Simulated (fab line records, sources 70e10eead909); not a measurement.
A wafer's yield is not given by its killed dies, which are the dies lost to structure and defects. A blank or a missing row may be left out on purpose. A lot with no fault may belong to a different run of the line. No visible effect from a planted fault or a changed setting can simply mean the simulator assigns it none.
What tool caused it? ; flow nand-harc ; 18 wafers from 6 lots sampled at 5 of the route's 1302 steps

WHAT EACH GAUGE READ, for each wafer
NHARC_END_SORT_01.
lot;measured;on;killed-at-array
L351;day 25 14:39;prober-01;40 44 57
L355;day 26 10:07;prober-01;49 40 47
L357;day 27 16:17;prober-02;33 39 29
L365;day 30 00:23;prober-01;54 41 57
L370;day 32 08:25;prober-01;64 38 53
L373;day 34 06:43;prober-01;37 40 42

TOOL THAT RAN EACH LOT (tool first, then ch and the chambers of the sampled wafers, then the start)
lot;NHARC_A_CHANNEL_HOLE_D2_ETCH_27;NHARC_A_CHANNEL_FILL_D2_ETCHBACK_20;NHARC_A_CHANNEL_FILL_D2_ETCHBACK_08;NHARC_A_CHANNEL_FILL_D2_RTA_24
L351;har-etch-01 ch 0,1, day 14 02:12;rie-diel-11 ch 0,1, day 15 04:02;rie-diel-10 ch 1,2,3, day 15 23:43;rtp-anneal-02 ch 0, day 16 05:54
L355;har-etch-02 ch 0,1, day 15 08:15;rie-diel-10 ch 1,2, day 16 12:07;rie-diel-11 ch 1,2, day 17 05:34;rtp-anneal-02 ch 0, day 17 13:28
L357;har-etch-01 ch 0, day 16 10:38;rie-diel-10 ch 0,2,3, day 17 17:58;rie-diel-11 ch 0,2, day 18 11:37;rtp-anneal-02 ch 0, day 18 17:46
L365;har-etch-02 ch 0,1, day 19 14:10;rie-diel-11 ch 0,2,3, day 20 15:28;rie-diel-10 ch 1,2,3, day 21 09:09;rtp-anneal-01 ch 0, day 21 15:06
L370;har-etch-01 ch 0,1, day 21 15:27;rie-diel-10 ch 1,2,3, day 22 17:31;rie-diel-08 ch 0,1,3, day 23 11:05;rtp-anneal-02 ch 0, day 23 17:12
L373;har-etch-02 ch 0,1, day 23 00:01;rie-diel-10 ch 0,1,2, day 24 00:22;rie-diel-08 ch 0,3, day 24 21:50;rtp-anneal-02 ch 0, day 25 04:59
- NHARC_A_CHANNEL_HOLE_D2_ETCH_27: etches the open film in C4F8/O2/Ar, time 90 s, target depth 400 nm.
- NHARC_A_CHANNEL_FILL_D2_ETCHBACK_20: etches the open film in C4F8/O2/Ar, target depth 27 nm, time 13.5 s.
- NHARC_A_CHANNEL_FILL_D2_ETCHBACK_08: etches the open film in C4F8, target depth 220 nm, time 110 s.
- NHARC_A_CHANNEL_FILL_D2_RTA_24: time 5 s.

THE ANSWER, worked out from the rows above alone
Rule: what is usual is taken from the lots themselves. The widest of any qualifying gaps counts: lots, ordered by their means at a reading, are off when they make up no more than a third of the lots, leave a main group of 4 or more, and stand apart from it by 3 or more times the standard deviation of that group's means. Not used: any main group whose means are identical at the precision the tables above print for the reading. Also off: a lot with no number at a reading for which 4 or more lots have one. Any other lot the step has rows for is counted as sound.
Across all readings shown, no lot is off: no conclusion can be drawn from this.

WHAT HAD BEEN PUT IN BY THE SIMULATOR
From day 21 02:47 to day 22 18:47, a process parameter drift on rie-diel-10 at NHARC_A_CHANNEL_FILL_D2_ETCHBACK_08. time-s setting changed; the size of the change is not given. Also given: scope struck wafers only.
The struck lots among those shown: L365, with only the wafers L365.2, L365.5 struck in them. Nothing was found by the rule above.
